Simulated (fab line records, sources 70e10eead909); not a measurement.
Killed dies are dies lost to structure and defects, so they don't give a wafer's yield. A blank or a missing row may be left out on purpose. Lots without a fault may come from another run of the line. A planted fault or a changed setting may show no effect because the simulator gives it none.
Chamber matching | flow nand_harc | NHARC_A_WL_FILL_ALD_10 on ald_hk-03: 4 sister chambers
The step deposits SiO2, target thk 50 nm, pulse time 10 s, ald cycles 500. 8 wafers are shown with their chamber, then 12 later ones without.

WAFERS WITH THEIR CHAMBER
wafer  | chamber | heater_power_w (W) | precursor_pulse_height_rel
L079.5 | 3       | 464                | 1.025
L080.4 | 3       | 463                | 1.000
L084.2 | 2       | 445                | 1.023
L084.3 | 0       | 566                | 1.007
L084.4 | 1       | 498                | 0.967
L087.1 | 0       | 568                | 1.003
L087.5 | 1       | 504                | 0.960
L087.6 | 2       | 461                | 0.998

WAFERS WITHOUT THEIR CHAMBER
wafer  | heater_power_w (W) | precursor_pulse_height_rel
L088.3 | 455                | 1.001
L088.5 | 503                | 0.966
L088.6 | 572                | 0.985
L091.2 | 499                | 0.994
L091.4 | 576                | 0.985
L091.5 | 453                | 1.010
L092.2 | 463                | 1.017
L092.3 | 447                | 1.031
L092.1 | 503                | 1.027
L097.4 | 577                | 0.990
L097.6 | 451                | 1.009
L097.5 | 576                | 0.987

WHICH CHAMBER EACH WENT THROUGH
wafer  | from the rows above     | in truth
L088.3 | can't be placed: 2 or 3 | 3
L088.5 | 1                       | 1
L088.6 | 0                       | 0
L091.2 | 1                       | 1
L091.4 | 0                       | 0
L091.5 | can't be placed: 2 or 3 | 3
L092.2 | can't be placed: 3 or 2 | 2
L092.3 | can't be placed: 2 or 3 | 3
L092.1 | can't be placed: 1 or 3 | 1
L097.4 | 0                       | 0
L097.6 | can't be placed: 2 or 3 | 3
L097.5 | 0                       | 0
Placed correctly: 6 of 12. Can't be placed from these rows: 6 (the true chamber is among the candidates in 6). Placed wrongly: 0.
How it was worked out, from the rows above alone: a wafer's distance from a chamber is the root of the sum, over the readings, of the square of ((its reading less the chamber's mean) divided by the reading's scatter). The wafer belongs to the nearest chamber; if the next one is less than 2 further off, it can't be placed. A chamber's mean is the mean of its shown wafers. The scatter: the root of (the sum of the squares of (reading less its chamber's mean) over the shown wafers, divided by (wafers less chambers)).
